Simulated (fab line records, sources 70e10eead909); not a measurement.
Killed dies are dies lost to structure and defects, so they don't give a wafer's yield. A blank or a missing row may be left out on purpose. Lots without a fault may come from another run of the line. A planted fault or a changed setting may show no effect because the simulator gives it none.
Which tool did it? | flow nand_harc | 22 lots, 66 wafers sampled, at 3 steps of a route of 1302

WHAT THE GAUGES READ, wafer by wafer
NHARC_A_SGD_CUT_OVL_MEAS_10. Usual: overlay_x_nm -0.1 nm, standard deviation 0.8; overlay_y_nm 0.0 nm, standard deviation 0.66.
lot  | measured     | on         | overlay_x_nm (nm) | overlay_y_nm (nm) | flag
L075 | day 19 23:07 | overlay-01 | -1.0 -0.6 -0.7    | -0.1 -0.1 -0.4    |
L076 | day 19 23:32 | overlay-01 | 0.9 1.0 0.2       | -0.1 0.1 -0.2     |
L074 | day 19 23:49 | overlay-01 | 0.1 0.0 0.5       | 0.6 0.8 0.3       |
L079 | day 20 21:36 | overlay-02 | -0.5 0.2 0.7      | 0.7 -0.2 0.3      |
L078 | day 20 21:13 | overlay-02 | -0.8 -0.9 -0.4    | 0.6 0.8 0.4       |
L077 | day 20 21:23 | overlay-01 | -1.0 -0.8 -0.5    | -0.8 -0.2 -0.9    |
L080 | day 21 13:47 | overlay-01 | 0.8 0.6 0.6       | 1.1 1.4 1.8       |
L081 | day 21 12:51 | overlay-01 | -1.1 -0.8 -1.1    | -0.3 0.3 -0.4     |
L082 | day 21 15:50 | overlay-01 | -0.1 -0.5 -0.2    | -0.4 -0.8 -0.7    |
L083 | day 23 07:22 | overlay-02 | -1.8 -1.4 -0.9    | -0.3 -0.6 -0.4    |
L084 | day 23 19:53 | overlay-02 | 1.2 1.2 1.2       | -0.7 -1.4 -1.0    |
L085 | day 24 02:42 | overlay-02 | -0.1 0.4 0.2      | -0.6 -1.0 -0.4    |
L086 | day 24 02:59 | overlay-01 | 0.4 0.9 0.5       | -0.4 0.3 0.1      |
L088 | day 25 11:49 | overlay-02 | 0.9 0.3 0.5       | -0.1 -0.4 -0.7    |
L089 | day 25 11:59 | overlay-01 | -0.6 -0.8 -0.6    | 0.3 0.2 0.3       |
L092 | day 27 07:12 | overlay-02 | -0.3 -0.1 -0.4    | 0.5 0.4 0.6       |
L091 | day 27 06:55 | overlay-02 | -0.7 -0.5 0.1     | 0.1 0.1 0.2       |
L093 | day 27 13:37 | overlay-01 | -0.3 -0.6 -0.3    | 0.6 0.3 0.7       |
L094 | day 27 13:47 | overlay-02 | 1.4 0.6 1.1       | -0.9 -1.1 -1.1    |
L096 | day 28 04:02 | overlay-02 | 1.2 0.4 1.2       | -0.3 0.3 0.1      |
L095 | day 28 07:05 | overlay-02 | -1.1 -0.9 -1.1    | 0.0 0.1 -0.3      |
L097 | day 28 13:08 | overlay-02 | -0.2 -0.3 0.1     | 1.0 1.0 1.4       |

WHICH TOOL RAN EACH LOT (tool, then ch and the chambers of the sampled wafers, then the start)
lot  | NHARC_A_STAIRCASE_DESCUM_312       | NHARC_A_STAIRCASE_STRIP_476
L075 | rie_diel-06 ch 0,1,2, day 17 19:48 | rie_diel-06 ch 0,1,2, day 17 23:47
L076 | rie_diel-03 ch 0,1, day 17 22:57   | rie_diel-02 ch 0,2,3, day 18 03:00
L074 | rie_diel-03 ch 2,3, day 18 00:40   | rie_diel-06 ch 1,2, day 18 04:44
L079 | rie_diel-06 ch 0,1,2, day 18 16:55 | rie_diel-02 ch 0,1,3, day 18 20:58
L078 | rie_diel-03 ch 2,3, day 18 19:29   | rie_diel-06 ch 1,2,3, day 18 23:46
L077 | rie_diel-06 ch 2,3, day 18 20:28   | rie_diel-02 ch 0,2,3, day 19 01:16
L080 | rie_diel-02 ch 0,1,2, day 19 09:58 | rie_diel-03 ch 1,2, day 19 13:59
L081 | rie_diel-06 ch 1,2,3, day 19 12:19 | rie_diel-02 ch 0,2,3, day 19 18:11
L082 | rie_diel-06 ch 0,1,2, day 19 14:17 | rie_diel-02 ch 0,2,3, day 19 18:22
L083 | rie_diel-02 ch 1,2, day 21 03:40   | rie_diel-03 ch 1,2,3, day 21 10:41
L084 | rie_diel-02 ch 0,1,2, day 21 07:49 | rie_diel-03 ch 1,3, day 21 18:20
L085 | rie_diel-02 ch 0,1,3, day 21 23:29 | rie_diel-06 ch 0,2,3, day 22 03:31
L086 | rie_diel-03 ch 1,2,3, day 22 01:20 | rie_diel-06 ch 1,2,3, day 22 05:24
L088 | rie_diel-03 ch 0,1, day 23 05:53   | rie_diel-06 ch 1,2,3, day 23 10:47
L089 | rie_diel-02 ch 0,2, day 23 07:36   | rie_diel-06 ch 1,3, day 23 11:41
L092 | rie_diel-06 ch 0,3, day 24 21:13   | rie_diel-03 ch 2,3, day 25 02:06
L091 | rie_diel-03 ch 0,1,2, day 24 22:55 | rie_diel-06 ch 0,1,2, day 25 03:25
L093 | rie_diel-03 ch 0,2,3, day 25 02:56 | rie_diel-03 ch 0,1,3, day 25 09:58
L094 | rie_diel-02 ch 0,1,3, day 25 13:56 | rie_diel-06 ch 0,1,3, day 25 18:05
L096 | rie_diel-02 ch 0,2,3, day 26 01:45 | rie_diel-06 ch 0,1,3, day 26 05:48
L095 | rie_diel-06 ch 0,1, day 26 06:10   | rie_diel-03 ch 0,3, day 26 10:17
L097 | rie_diel-06 ch 2,3, day 26 14:09   | rie_diel-06 ch 0,1, day 26 18:12
- NHARC_A_STAIRCASE_DESCUM_312: chemistry O2, time 3 s.
- NHARC_A_STAIRCASE_STRIP_476: strips in O2, time 20 s.

WHAT THE TOOLS THEMSELVES READ (means of the sampled wafers that have a number; where no wafer has one, the mark that the record gives instead)
NHARC_A_STAIRCASE_DESCUM_312. Usual: drypump_motor_current_A 5.51 A, standard deviation 0.3; oes_product_au 0.997 a.u., standard deviation 0.016; rf_vpp_V 58.0 V, standard deviation 0.82; showerhead_plenum_p_Torr 1.94 Torr, standard deviation 0.094; throttle_valve_pct 11.311 %, standard deviation 0.0081.
lot  | tool        | drypump_motor_current_A (A) | oes_product_au (a.u.) | rf_vpp_V (V) | showerhead_plenum_p_Torr (Torr) | throttle_valve_pct (%) | flag
L075 | rie_diel-06 | 5.23                        | 0.981                 | 58.0         | 1.93                            | 11.310                 |
L076 | rie_diel-03 | 5.40                        | 0.999                 | 58.0         | 1.87                            | 11.312                 |
L074 | rie_diel-03 | 5.53                        | 1.019                 | 58.1         | 1.91                            | 11.297                 |
L079 | rie_diel-06 | 5.23                        | 0.976                 | 58.4         | 1.93                            | 11.314                 |
L078 | rie_diel-03 | 5.47                        | 1.012                 | 58.3         | 1.92                            | 11.309                 |
L077 | rie_diel-06 | 5.59                        | 0.989                 | 57.4         | 1.87                            | 11.308                 |
L080 | rie_diel-02 | 5.76                        | 1.004                 | 57.1         | 1.94                            | 11.314                 |
L081 | rie_diel-06 | 5.53                        | 0.983                 | 57.9         | 1.89                            | 11.308                 |
L082 | rie_diel-06 | 5.23                        | 0.973                 | 58.2         | 1.92                            | 11.319                 |
L083 | rie_diel-02 | 5.79                        | 1.002                 | 58.2         | 2.01                            | 11.312                 |
L084 | rie_diel-02 | 5.74                        | 1.011                 | 57.3         | 1.94                            | 11.314                 |
L085 | rie_diel-02 | 5.54                        | 1.012                 | 58.0         | 1.92                            | 11.314                 |
L086 | rie_diel-03 | 5.62                        | 0.995                 | 58.3         | 1.95                            | 11.314                 |
L088 | rie_diel-03 | 5.40                        | 0.980                 | 57.7         | 2.06                            | 11.313                 |
L089 | rie_diel-02 | 5.80                        | 1.001                 | 57.1         | 1.84                            | 11.311                 |
L092 | rie_diel-06 | 5.30                        | 0.980                 | 58.5         | 2.00                            | 11.313                 |
L091 | rie_diel-03 | 5.47                        | 0.988                 | 58.2         | 2.01                            | 11.310                 |
L093 | rie_diel-03 | 5.42                        | 0.995                 | 57.7         | 1.96                            | 11.313                 |
L094 | rie_diel-02 | 5.56                        | 0.987                 | 58.1         | 2.01                            | 11.311                 |
L096 | rie_diel-02 | 5.62                        | 0.986                 | 57.6         | 1.98                            | 11.306                 |
L095 | rie_diel-06 | 5.17                        | 1.002                 | 57.1         | 1.92                            | 11.307                 |
L097 | rie_diel-06 | 5.58                        | 1.005                 | 59.0         | 1.86                            | 11.314                 |

NHARC_A_STAIRCASE_STRIP_476. Usual: drypump_motor_current_A 5.5 A, standard deviation 0.31; oes_product_au 0.997 a.u., standard deviation 0.013; rf_vpp_V 58.0 V, standard deviation 0.96; showerhead_plenum_p_Torr 3.57 Torr, standard deviation 0.15; throttle_valve_pct 17.037 %, standard deviation 0.0098.
lot  | tool        | drypump_motor_current_A (A) | oes_product_au (a.u.) | rf_vpp_V (V) | showerhead_plenum_p_Torr (Torr) | throttle_valve_pct (%) | flag
L075 | rie_diel-06 | 5.2                         | 0.976                 | 57.3         | 3.55                            | 17.046                 |
L076 | rie_diel-02 | 5.7                         | 1.008                 | 57.4         | 3.50                            | 17.039                 |
L074 | rie_diel-06 | 5.4                         | 0.990                 | 56.5         | 3.43                            | 17.039                 |
L079 | rie_diel-02 | 5.5                         | 1.002                 | 58.1         | 3.55                            | 17.036                 |
L078 | rie_diel-06 | 5.5                         | 0.984                 | 58.0         | 3.49                            | 17.039                 |
L077 | rie_diel-02 | 5.6                         | 1.005                 | 58.2         | 3.50                            | 17.028                 |
L080 | rie_diel-03 | 5.7                         | 0.997                 | 57.8         | 3.70                            | 17.036                 |
L081 | rie_diel-02 | 5.7                         | 1.001                 | 57.1         | 3.50                            | 17.041                 |
L082 | rie_diel-02 | 5.6                         | 1.009                 | 57.7         | 3.50                            | 17.038                 |
L083 | rie_diel-03 | 5.6                         | 1.005                 | 58.8         | 3.60                            | 17.038                 |
L084 | rie_diel-03 | 5.7                         | 1.001                 | 58.1         | 3.67                            | 17.042                 |
L085 | rie_diel-06 | 5.5                         | 0.987                 | 57.7         | 3.57                            | 17.038                 |
L086 | rie_diel-06 | 5.6                         | 0.992                 | 57.6         | 3.48                            | 17.032                 |
L088 | rie_diel-06 | 5.5                         | 0.998                 | 57.1         | 3.47                            | 17.031                 |
L089 | rie_diel-06 | 5.5                         | 0.997                 | 57.8         | 3.50                            | 17.037                 |
L092 | rie_diel-03 | 5.6                         | 1.015                 | 58.3         | 3.50                            | 17.039                 |
L091 | rie_diel-06 | 5.2                         | 0.997                 | 57.6         | 3.52                            | 17.040                 |
L093 | rie_diel-03 | 5.6                         | 0.998                 | 57.9         | 3.66                            | 17.022                 |
L094 | rie_diel-06 | 5.4                         | 0.991                 | 58.1         | 3.58                            | 17.030                 |
L096 | rie_diel-06 | 5.4                         | 0.994                 | 58.5         | 3.58                            | 17.035                 |
L095 | rie_diel-03 | 5.3                         | 0.986                 | 58.2         | 3.67                            | 17.032                 |
L097 | rie_diel-06 | 5.2                         | 1.000                 | 58.2         | 3.55                            | 17.042                 |

THE ANSWER, worked out from the rows above alone
Rule: a lot is off if the mean of its wafers that have a number lies more than 3 standard deviations from the usual mean. A lot without any number at a reading at which 4 lots or more have one is off too. The other lots that the step has rows for count as sound. The gauges are gone through in route order, then the tools' own readings, and for those a lot's mean is taken as printed above. The first step at which some lot is off is used, and at that step the reading that is off furthest; a lot without a number counts as furthest.
No lot is off at any reading shown: from this, nothing can be told.

WHAT THE SIMULATOR HAD PUT IN
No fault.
